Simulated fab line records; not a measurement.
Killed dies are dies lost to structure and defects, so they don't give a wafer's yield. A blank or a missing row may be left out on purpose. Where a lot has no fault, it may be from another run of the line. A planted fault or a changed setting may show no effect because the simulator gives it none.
Which tool is to blame? :: flow nandHarc :: 12 lots, 36 wafers sampled, at 1 step of a route of 1159

== WHAT THE GAUGES SHOWED, per wafer ==
NHARC_A_CONTACT_INSPECT_44.
lot: L075
measured: day 16 13:27
on: defectInspect-02
rawDefectCount: 27 32 32

lot: L076
measured: day 16 17:55
on: defectInspect-02
rawDefectCount: 20 15 20

lot: L081
measured: day 17 15:09
on: defectInspect-02
rawDefectCount: 9 17 11

lot: L078
measured: day 17 19:35
on: defectInspect-02
rawDefectCount: 17 20 30

lot: L082
measured: day 18 08:49
on: defectInspect-01
rawDefectCount: 19 27 23

lot: L084
measured: day 18 22:29
on: defectInspect-01
rawDefectCount: 11 10 9

lot: L088
measured: day 19 07:44
on: defectInspect-01
rawDefectCount: 16 27 26

lot: L089
measured: day 20 01:25
on: defectInspect-01
rawDefectCount: 20 26 30

lot: L092
measured: day 20 13:23
on: defectInspect-02
rawDefectCount: 19 24 32

lot: L094
measured: day 20 18:11
on: defectInspect-02
rawDefectCount: 16 27 22

lot: L095
measured: day 21 13:34
on: defectInspect-02
rawDefectCount: 41 54 52

lot: L096
measured: day 21 23:56
on: defectInspect-02
rawDefectCount: 56 39 35

== WHAT TOOL EACH LOT RAN ON (gives the tool, then ch and the chambers of the sampled wafers, and finally the start) ==
There is no process step in the record ahead of these readings.

== THE ANSWER, worked out from the rows above alone ==
Rule: what is usual is taken from the lots themselves. Put in order of their means at a reading, lots are off if they are a third of the lots or fewer, leave a main group of 4 or more, and stand apart from it by a gap of 3 or more times the standard deviation of the main group's means; of several such gaps the widest counts. A main group is skipped when, at the precision printed for the reading in the tables above, its means are all equal. Also off: a lot with no number at a reading for which 4 or more lots have one. The other lots that the step has rows for count as sound.
None of the lots is off at any reading shown; this tells nothing.

== WHAT THE SIMULATOR PUT IN ==
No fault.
